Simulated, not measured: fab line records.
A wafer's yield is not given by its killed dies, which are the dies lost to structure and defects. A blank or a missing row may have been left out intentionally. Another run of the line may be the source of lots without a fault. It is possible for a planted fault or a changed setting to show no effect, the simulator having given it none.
Which tool did it?	flow n5Finfet	12 lots, 36 wafers sampled, at 3 steps of a route of 1938

WHAT THE GAUGES READ, wafer by wafer
N5_BEOL_M15_THK_MEAS_01.
lot	measured	on	M15_ILD_THK (nm)
L476	day 11 07:26	filmMetro-01	1606 1613 1650
L478	day 12 08:20	filmMetro-02	1609 1648 1665
L482	day 13 16:29	filmMetro-02	1621 1600 1622
L483	day 14 00:08	filmMetro-01	1625 1649 1644
L485	day 14 00:52	filmMetro-02	1623 1684 1645
L487	day 15 06:03	filmMetro-01	1616 1608 1622
L486	day 15 06:44	filmMetro-01	1584 1620 1617
L490	day 15 13:40	filmMetro-01	1650 1609 1666
L494	day 16 12:34	filmMetro-02	1621 1635 1663
L495	day 17 00:31	filmMetro-01	1631 1637 1625
L497	day 17 13:54	filmMetro-01	1631 1631 1651
L499	day 18 13:07	filmMetro-01	1615 1659 1644

N5_BEOL_M15_CD_MEAS_17 targets a cd of 360 nm.
lot	measured	on	cdNm (nm)
L476	day 11 08:19	cdSem-03	362.1 363.5 362.3
L478	day 12 09:21	cdSem-02	362.2 363.2 363.1
L482	day 13 17:29	cdSem-02	361.2 364.0 365.2
L483	day 14 01:10	cdSem-03	357.3 363.3 363.0
L485	day 14 01:45	cdSem-01	362.9 365.4 359.8
L487	day 15 06:56	cdSem-03	363.9 361.7 364.2
L486	day 15 07:38	cdSem-01	361.2 364.5 362.0
L490	day 15 15:18	cdSem-01	359.5 364.8 361.2
L494	day 16 13:28	cdSem-02	362.0 359.4 363.4
L495	day 17 01:29	cdSem-02	361.9 361.2 364.9
L497	day 17 15:07	cdSem-01	362.2 361.3 364.0
L499	day 18 14:01	cdSem-01	361.1 363.1 362.0

TOOL THAT RAN EACH LOT (tool first, then ch and the chambers of the sampled wafers, then the start)
lot	N5_BEOL_M15_ILD_DEP_00
L476	pecvd-02 ch 0,1,2, day 11 07:11
L478	pecvd-01 ch 1,2, day 12 08:05
L482	pecvd-01 ch 1,2, day 13 16:14
L483	pecvd-02 ch 0,1,2, day 13 23:53
L485	pecvd-04 ch 1, day 14 00:30
L487	pecvd-01 ch 0,2, day 15 05:41
L486	pecvd-01 ch 0,2, day 15 06:23
L490	pecvd-01 ch 0,1, day 15 13:25
L494	pecvd-04 ch 1,2, day 16 12:19
L495	pecvd-01 ch 1,2, day 17 00:10
L497	pecvd-02 ch 0,2, day 17 13:32
L499	pecvd-04 ch 0,1,2, day 18 12:52
- N5_BEOL_M15_ILD_DEP_00: deposits SiO2 from TEOS/O2, target thk 1629.3 nm, time 346.1 s.

WHAT THE TOOLS THEMSELVES READ (means of the sampled wafers that have a number; where no wafer has one, the mark that the record gives instead)
N5_BEOL_M15_ILD_DEP_00.
lot	tool	heaterPowerW (W)	showerheadPlenumPTorr (Torr)	throttleValvePct (%)
L476	pecvd-02	466	8.326	17.9
L478	pecvd-01	475	8.340	18.5
L482	pecvd-01	508	8.330	18.8
L483	pecvd-02	539	8.319	17.8
L485	pecvd-04	602	8.327	19.6
L487	pecvd-01	573	8.374	18.8
L486	pecvd-01	565	8.375	18.7
L490	pecvd-01	557	8.342	19.8
L494	pecvd-04	541	8.345	18.4
L495	pecvd-01	499	8.347	19.7
L497	pecvd-02	483	8.321	18.1
L499	pecvd-04	475	8.317	18.5

THE ANSWER, worked out from the rows above alone
Rule: the lots themselves supply what counts as usual. Put in order of their means at a reading, lots are off if they are a third of the lots or fewer, leave a main group of 4 or more, and stand apart from it by a gap of 3 or more times the standard deviation of the main group's means; of several such gaps the widest counts. A main group is skipped when, at the precision printed for the reading in the tables above, its means are all equal. A lot without any number at a reading at which 4 lots or more have one is off too. All remaining lots with rows at the step are treated as sound. Order of review: gauges by route order, followed by the tools' own readings, for which a lot's mean as printed above is used. The first step at which some lot is off is used, and at that step the reading that is off furthest; a lot without a number counts as furthest.
Nothing can be told from this: no lot is off at any reading shown.

WHAT WAS PUT IN BY THE SIMULATOR
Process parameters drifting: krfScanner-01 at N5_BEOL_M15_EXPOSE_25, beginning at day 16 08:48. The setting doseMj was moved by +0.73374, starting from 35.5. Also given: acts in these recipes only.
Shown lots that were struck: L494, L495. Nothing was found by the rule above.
